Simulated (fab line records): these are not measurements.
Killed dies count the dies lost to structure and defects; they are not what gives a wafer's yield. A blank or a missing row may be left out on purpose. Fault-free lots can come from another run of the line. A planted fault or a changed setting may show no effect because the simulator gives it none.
Which tool did it?    flow nand_harc    14 lots, 40 wafers sampled, at 4 steps of a route of 1302

WHAT THE GAUGES SHOWED, per wafer
NHARC_A_DECK1_JOINT_THK_MEAS_14: measures by ellipsometry. Usual: thk_nm at 50.7 nm, with a standard deviation of 1.4.
lot   measured      on             thk_nm (nm)     flag
L418  day 11 00:46  film_metro-02  51.5 51.6 50.9  
L419  day 11 15:38  film_metro-01  48.2 50.1 48.8  
L420  day 11 23:25  film_metro-02  49.6 52.6 48.8  
L421  day 12 12:19  film_metro-02  51.3 50.7 53.2  
L422  day 13 00:52  film_metro-02  51.2 54.1 50.4  
L424  day 13 14:59  film_metro-02  53.0 50.8 51.2  
L423  day 13 14:59  film_metro-01  52.7 53.1 49.9  
L426  day 14 21:12  film_metro-02  49.3 51.4 52.2  
L427  day 15 03:49  film_metro-02  51.2 51.4 50.8  
L428  day 15 17:44  film_metro-02  50.8 51.0 51.1  
L435  day 18 10:15  film_metro-02  48.2 50.0       
L437  day 18 23:01  film_metro-01  51.7 51.7       
L439  day 20 10:02  film_metro-01  50.2 51.4 51.8  
L440  day 21 01:05  film_metro-01  49.9 49.2 50.9  

NHARC_A_ONON_D2_THK_MEAS_02: measures by ellipsometry. Usual: thk_nm at 1002 nm, with a standard deviation of 9.6.
lot   measured      on             thk_nm (nm)     flag
L418  day 11 22:05  film_metro-02  1025 1026 1024  
L419  day 12 17:25  film_metro-01  1007 1009 1008  
L420  day 12 22:59  film_metro-01  1000 1000 1001  
L421  day 13 12:45  film_metro-01  1010 1010 1008  
L422  day 14 02:53  film_metro-01  994 993 993     
L424  day 14 16:07  film_metro-01  1009 1009 1008  
L423  day 14 16:06  film_metro-02  1003 1005 1005  
L426  day 15 22:05  film_metro-02  1011 1009 1011  
L427  day 16 03:01  film_metro-02  1008 1007 1005  
L428  day 17 04:41  film_metro-01  999 999 999     
L435  day 19 09:13  film_metro-01  642 641         OFF
L437  day 19 22:32  film_metro-02  991 624         OFF
L439  day 21 08:56  film_metro-02  1007 1005 1005  
L440  day 22 03:30  film_metro-02  1001 1000 1003  

WHAT TOOL EACH LOT RAN ON (gives the tool, then ch and the chambers of the sampled wafers, and finally the start)
lot   NHARC_A_CHANNEL_HOLE_D1_ETCH_44     NHARC_A_ONON_D2_DEP_00
L418  rie_diel-10 ch 2,3, day 8 10:28     pecvd_onon-03 ch 0, day 11 21:35
L419  rie_diel-10 ch 0,1,3, day 9 02:23   pecvd_onon-04 ch 0, day 12 16:58
L420  rie_diel-10 ch 1,2, day 9 11:27     pecvd_onon-04 ch 0, day 12 22:39
L421  rie_diel-04 ch 1,3, day 9 19:21     pecvd_onon-01 ch 0, day 13 12:17
L422  rie_diel-10 ch 0,1, day 10 12:53    pecvd_onon-03 ch 0, day 14 02:23
L424  rie_diel-10 ch 0,2,3, day 11 02:18  pecvd_onon-04 ch 0, day 14 15:43
L423  rie_diel-12 ch 0,2,3, day 11 04:49  pecvd_onon-01 ch 0, day 14 15:35
L426  rie_diel-10 ch 0,2,3, day 12 08:44  pecvd_onon-04 ch 0, day 15 21:34
L427  rie_diel-10 ch 0,2,3, day 12 14:58  pecvd_onon-04 ch 0, day 16 02:30
L428  rie_diel-04 ch 1,2, day 13 03:36    pecvd_onon-04 ch 0, day 17 04:11
L435  rie_diel-10 ch 1,2, day 15 22:34    pecvd_onon-04 ch 0, day 19 08:56
L437  rie_diel-10 ch 1,2, day 16 10:10    pecvd_onon-04 ch 0, day 19 21:59
L439  rie_diel-10 ch 1,3, day 17 18:54    pecvd_onon-03 ch 0, day 21 08:25
L440  rie_diel-04 ch 0,1, day 18 11:52    pecvd_onon-03 ch 0, day 22 03:02
- NHARC_A_CHANNEL_HOLE_D1_ETCH_44: etches the open film in CF4/O2, target depth 140 nm, overetch 14 nm, time 77 s.
- NHARC_A_ONON_D2_DEP_00: target thk 1000 nm.

WHAT THE TOOLS THEMSELVES READ (means of the sampled wafers that have a number; where no wafer has one, the mark that the record gives instead)
NHARC_A_CHANNEL_HOLE_D1_ETCH_44. Usual: drypump_motor_current_A 5.8 A, standard deviation 0.38; oes_product_au 0.999 a.u., standard deviation 0.0099; rf_vpp_V 198.0 V, standard deviation 1.3; showerhead_plenum_p_Torr 1.34 Torr, standard deviation 0.054; throttle_valve_pct 13.398 %, standard deviation 0.0089.
lot   tool         drypump_motor_current_A (A)  oes_product_au (a.u.)  rf_vpp_V (V)  showerhead_plenum_p_Torr (Torr)  throttle_valve_pct (%)  flag
L418  rie_diel-10  6.1                          0.991                  198.4         1.35                             13.395                  
L419  rie_diel-10  5.8                          0.996                  197.6         1.34                             13.410                  
L420  rie_diel-10  5.6                          0.991                  199.0         1.34                             13.399                  
L421  rie_diel-04  5.7                          1.012                  197.5         1.31                             13.399                  
L422  rie_diel-10  5.6                          0.994                  198.4         1.34                             13.396                  
L424  rie_diel-10  6.1                          0.996                  197.4         1.32                             13.402                  
L423  rie_diel-12  5.8                          1.003                  197.0         1.31                             13.402                  
L426  rie_diel-10  6.0                          0.998                  197.7         1.32                             13.401                  
L427  rie_diel-10  6.0                          0.990                  197.1         1.32                             13.397                  
L428  rie_diel-04  5.3                          0.993                  198.3         1.40                             13.391                  
L435  rie_diel-10  5.7                          1.016                  198.1         1.33                             13.405                  
L437  rie_diel-10  5.7                          0.999                  198.1         1.33                             13.397                  
L439  rie_diel-10  5.9                          0.994                  198.4         1.37                             13.401                  
L440  rie_diel-04  6.0                          1.015                  198.7         1.36                             13.400                  

THE ANSWER, worked out from the rows above alone
Rule: lot off if the mean of its wafers having a number is beyond 3 standard deviations from the usual mean. Also off: a lot with no number at a reading for which 4 or more lots have one. Any other lot the step has rows for is counted as sound. The gauges are gone through in route order, then the tools' own readings, and for those a lot's mean is taken as printed above. At the first step where some lot is off, the reading lying furthest off is the one used; lots without a number count as furthest.
Off: L435, L437, at NHARC_A_ONON_D2_THK_MEAS_02 (thk_nm).
If a tool, at a process step before that reading, ran all the lots that are off and no sound lot after the first of them, it fits. Gauges at NHARC_A_ONON_D2_THK_MEAS_02: tried the same way as those tools. One candidate fits, namely pecvd_onon-04 at NHARC_A_ONON_D2_DEP_00. A fault onset in the window from L428 (day 17 04:11, its last sound lot) to L435 (day 19 08:56, its first lot off) fits.

WHAT THE SIMULATOR PUT IN
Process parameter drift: pecvd_onon-04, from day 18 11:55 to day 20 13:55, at NHARC_A_ONON_D2_DEP_00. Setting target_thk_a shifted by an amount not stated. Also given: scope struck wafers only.
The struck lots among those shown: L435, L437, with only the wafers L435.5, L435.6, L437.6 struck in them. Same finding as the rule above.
